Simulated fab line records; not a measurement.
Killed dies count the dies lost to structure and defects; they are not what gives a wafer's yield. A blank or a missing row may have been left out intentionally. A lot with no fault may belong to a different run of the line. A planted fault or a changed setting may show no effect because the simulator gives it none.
Matching of chambers -- flow n5_finfet -- 4 sister chambers for N5_BEOL_M15_CMP_49 on cmp-02
The step polishes, stops on SiO2, t overpolish 4.9 s, target thk 850 nm. 4 wafers are shown with their chamber, then 10 later ones without.

## EACH WAFER AND ITS CHAMBER
wafer,chamber,motor_current_A (A)
L091.1,2,8.7
L091.6,3,7.5
L092.1,0,7.6
L092.4,1,8.4

## WAFERS MISSING THEIR CHAMBER
wafer,motor_current_A (A)
L092.5,7.1
L094.1,7.5
L094.2,7.6
L094.5,8.6
L095.2,7.7
L095.3,8.0
L095.4,8.3
L097.2,7.9
L097.3,8.5
L097.4,7.7

## THE CHAMBER EACH PASSED THROUGH
wafer,from the rows above,in truth
L092.5,can't be placed: 3 or 0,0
L094.1,can't be placed: 3 or 0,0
L094.2,can't be placed: 0 or 3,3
L094.5,can't be placed: 2 or 1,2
L095.2,can't be placed: 0 or 3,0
L095.3,can't be placed: 0 or 1 or 3 or 2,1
L095.4,can't be placed: 1 or 2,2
L097.2,can't be placed: 0 or 3 or 1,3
L097.3,can't be placed: 1 or 2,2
L097.4,can't be placed: 0 or 3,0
Correct placement for 0 of the 10. From these rows, 10 cannot be placed; in 10 the true chamber is one of the candidates. 0 placed wrongly.
How it was worked out, from the rows above alone: a wafer's distance from a chamber is the root of the sum, over the readings, of the square of ((its reading less the chamber's mean) divided by the reading's scatter). The wafer belongs to the nearest chamber; if the next one is less than 2 further off, it can't be placed. A chamber's mean is the mean of its shown wafers. The scatter: root of mean squared gap, hidden wafer to nearest shown wafer, with one shown wafer a chamber.
